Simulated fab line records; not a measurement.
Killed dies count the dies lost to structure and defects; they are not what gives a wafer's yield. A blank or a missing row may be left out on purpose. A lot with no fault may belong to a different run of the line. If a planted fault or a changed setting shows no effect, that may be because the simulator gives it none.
Matching of chambers    flow n5 finfet    N5_BEOL_M6_ETCH_61 on rie diel-01: 4 sister chambers
The step etches SiARC in CF4, target depth 45.5 nm, time 75.8 s. 4 wafers are shown with their chamber, then 7 later ones without.

EACH WAFER AND ITS CHAMBER
wafer   chamber  throttle valve pct (%)
L081.1  0        16.16
L084.6  1        15.36
L088.1  2        15.63
L088.2  3        15.26

WAFERS MISSING THEIR CHAMBER
wafer   throttle valve pct (%)
L088.3  15.71
L090.1  15.72
L090.2  15.63
L090.6  15.63
L092.2  15.65
L092.4  15.73
L092.6  15.25

WHICH CHAMBER EACH ONE RAN IN
wafer    from the rows above       in truth
L088.3   2                         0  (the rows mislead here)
L090.1   2                         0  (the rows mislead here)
L090.2   2                         2
L090.6   2                         2
L092.2   2                         2
L092.4   2                         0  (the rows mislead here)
L092.6   can't be placed: 3 or 1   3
Correctly placed: 3 of 7. Unplaceable from these rows: 1, with the true chamber sitting among the candidates in 1. Number placed wrongly: 3.
How it was worked out, from the rows above alone: a wafer's distance from a chamber is the root of the sum, over the readings, of the square of ((its reading less the chamber's mean) divided by the reading's scatter). The wafer belongs to the nearest chamber; if the next one is less than 2 further off, it can't be placed. A chamber's mean is the mean of its shown wafers. The scatter (one wafer shown for each chamber): square how far every hidden wafer sits from the nearest shown wafer, average those squares and take the square root.
